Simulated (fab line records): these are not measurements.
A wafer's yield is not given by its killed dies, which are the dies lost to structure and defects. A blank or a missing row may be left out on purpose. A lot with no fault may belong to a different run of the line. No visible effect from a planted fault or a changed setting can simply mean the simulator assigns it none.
Problem report, 8D (eight disciplines) form, completed by code ; flow nand-harc ; the parts of the form that need people (team, actions taken, sign-off) are left out

== 1. WHAT WENT WRONG ==
thk-nm at NHARC_THIN_TSV_THK_MEAS_02 reads a mean of 0 nm on 2 wafers of 2 lots; wafers without a fault read 2979 nm with a standard deviation of 230. That puts it -13 standard deviations away from the usual mean.
The step: measures by ir.
The first sign was on wafer L995.1 at day 29 15:27, on film-metro-02. The record holds 18 wafers of 6 lots with a number at this step. By rule, "out" or "out of limits" means more than 4 standard deviations away from the usual mean. All remaining wafers that have a number are taken as sound.

== 2. WHAT IT IS, WHAT IT ISN'T ==
question;is;is not
which readings at this step;thk-nm;-
which lots;L993, L995;L101, L102, L981, L984
which wafers of those lots;L993.1, L995.1;L993.4, L993.5, L995.4, L995.5
read on which gauges;film-metro-02;film-metro-01
when;from day 29 15:27;"up to then (8 sound wafers); but 8 sound wafers of L101, L102, L993 came after"

== 3. SUSPECTS, AND WHAT RULES EACH OUT ==
Counting: any tool at a process step up to the reading remains a suspect provided it ran every lot that is out. Sound lots after the first of them don't rule it out here, since some wafers of a struck lot are sound.
- the gauge at NHARC_THIN_TSV_THK_MEAS_02: kept. All the wafers that are out were read on film-metro-02, and no step on other tools shows them out.
- grinder-01 at NHARC_THIN_TSV_GRIND_00: kept. It ran every lot that is out, first L995 (day 29 13:58); its last sound lot up to then is L984 (day 26 01:54).
Left after counting: grinder-01 at NHARC_THIN_TSV_GRIND_00, film-metro-02 at NHARC_THIN_TSV_THK_MEAS_02.

== 4. THE CAUSE (what the simulator had put in) ==
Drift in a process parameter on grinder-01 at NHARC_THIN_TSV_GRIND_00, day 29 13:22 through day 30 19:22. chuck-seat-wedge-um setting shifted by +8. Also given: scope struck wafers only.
Counting leaves 2 suspects; this tool is one of them.

== 5. SEQUENCE OF EFFECTS, ordered by route ==
Rows list readings where the struck wafers' mean (over those with a number) sits beyond 3 standard deviations from the usual. Only readings whose record carries a usual standard deviation are examined. hours: median over the lots of the time between each lot's start at the first step of this table that gives one and its start at this step. sigmas: the change, counted in usual standard deviations.
hours;step;reading;usual;on struck wafers;change;sigmas
0;NHARC_THIN_TSV_THK_MEAS_02;thk-nm;2979 nm;0;-2979;-13

== 6. HOW IT WOULD HAVE BEEN CAUGHT EARLIER ==
2 hours passed between the start of the fault at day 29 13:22 and the first reading out of limits at a measuring or inspecting step in this record, taken at day 29 15:27.
No tool reading at NHARC_THIN_TSV_GRIND_00 that has a usual standard deviation in the record was out on any struck wafer, so an alarm limit of 4 standard deviations on those readings would not have fired.
Lots out: 2; all had begun NHARC_THIN_TSV_GRIND_00 on grinder-01 by day 29 15:27. Tool hold at that time: it would have spared none of them.
